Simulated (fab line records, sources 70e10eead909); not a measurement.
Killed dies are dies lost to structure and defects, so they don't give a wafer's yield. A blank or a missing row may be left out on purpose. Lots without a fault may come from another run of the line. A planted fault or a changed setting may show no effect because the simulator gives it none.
Chamber matching | flow nand_harc | NHARC_P_M1_CMP_23 on cmp-02: 4 sister chambers
The step polishes, t overpolish 20 s, target thk 157.82 nm. 14 wafers are shown with their chamber, then 7 later ones without.

WAFERS WITH THEIR CHAMBER
wafer  | chamber | motor_current_A (A) | time_to_endpoint_s (s)
L850.2 | 0       | 10.4                | 29.1
L850.3 | 2       | 12.8                | 25.0
L850.5 | 1       | 10.9                | 24.2
L852.3 | 0       | 10.8                | 27.7
L852.4 | 1       | 10.7                | 27.1
L852.5 | 2       | 13.4                | 22.5
L856.1 | 3       | 10.9                | 26.5
L856.3 | 2       | 12.7                | 22.2
L856.4 | 1       | 10.4                | 25.8
L857.1 | 2       | 13.1                | 24.3
L857.2 | 3       | 10.9                | 26.5
L857.3 | 1       | 10.3                | 26.1
L865.3 | 3       | 10.4                | 29.3
L865.4 | 2       | 13.0                | 25.9

SIGNATURES (means of the wafers above)
reading            | chamber 0 | chamber 1 | chamber 2 | chamber 3 | scatter within a chamber
motor_current_A    | 10.600    | 10.575    | 13.000    | 10.733    | 0.278
time_to_endpoint_s | 28.400    | 25.800    | 23.980    | 27.433    | 1.44
Rule: a wafer's distance from a chamber is the root of the sum, over the readings, of the square of ((its reading less the chamber's mean) divided by the reading's scatter). The wafer belongs to the nearest chamber; if the next one is less than 2 further off, it can't be placed. The scatter: the root of (the sum of the squares of (reading less its chamber's mean) over the shown wafers, divided by (wafers less chambers)).

WAFERS WITHOUT THEIR CHAMBER
wafer  | motor_current_A (A) | time_to_endpoint_s (s)
L865.5 | 10.7                | 28.3
L867.1 | 9.7                 | 31.2
L867.2 | 10.5                | 28.3
L867.3 | 10.6                | 30.0
L870.3 | 10.7                | 25.6
L870.5 | 10.8                | 27.3
L870.6 | 13.0                | 25.1

WHICH CHAMBER EACH WENT THROUGH
wafer  | from the rows above          | in truth
L865.5 | can't be placed: 0 or 3 or 1 | 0
L867.1 | can't be placed: 0 or 3 or 1 | 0
L867.2 | can't be placed: 0 or 3 or 1 | 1
L867.3 | can't be placed: 0 or 3 or 1 | 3
L870.3 | can't be placed: 1 or 3 or 0 | 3
L870.5 | can't be placed: 3 or 0 or 1 | 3
L870.6 | 2                            | 2
Placed correctly: 1 of 7. Can't be placed from these rows: 6 (the true chamber is among the candidates in 6). Placed wrongly: 0.
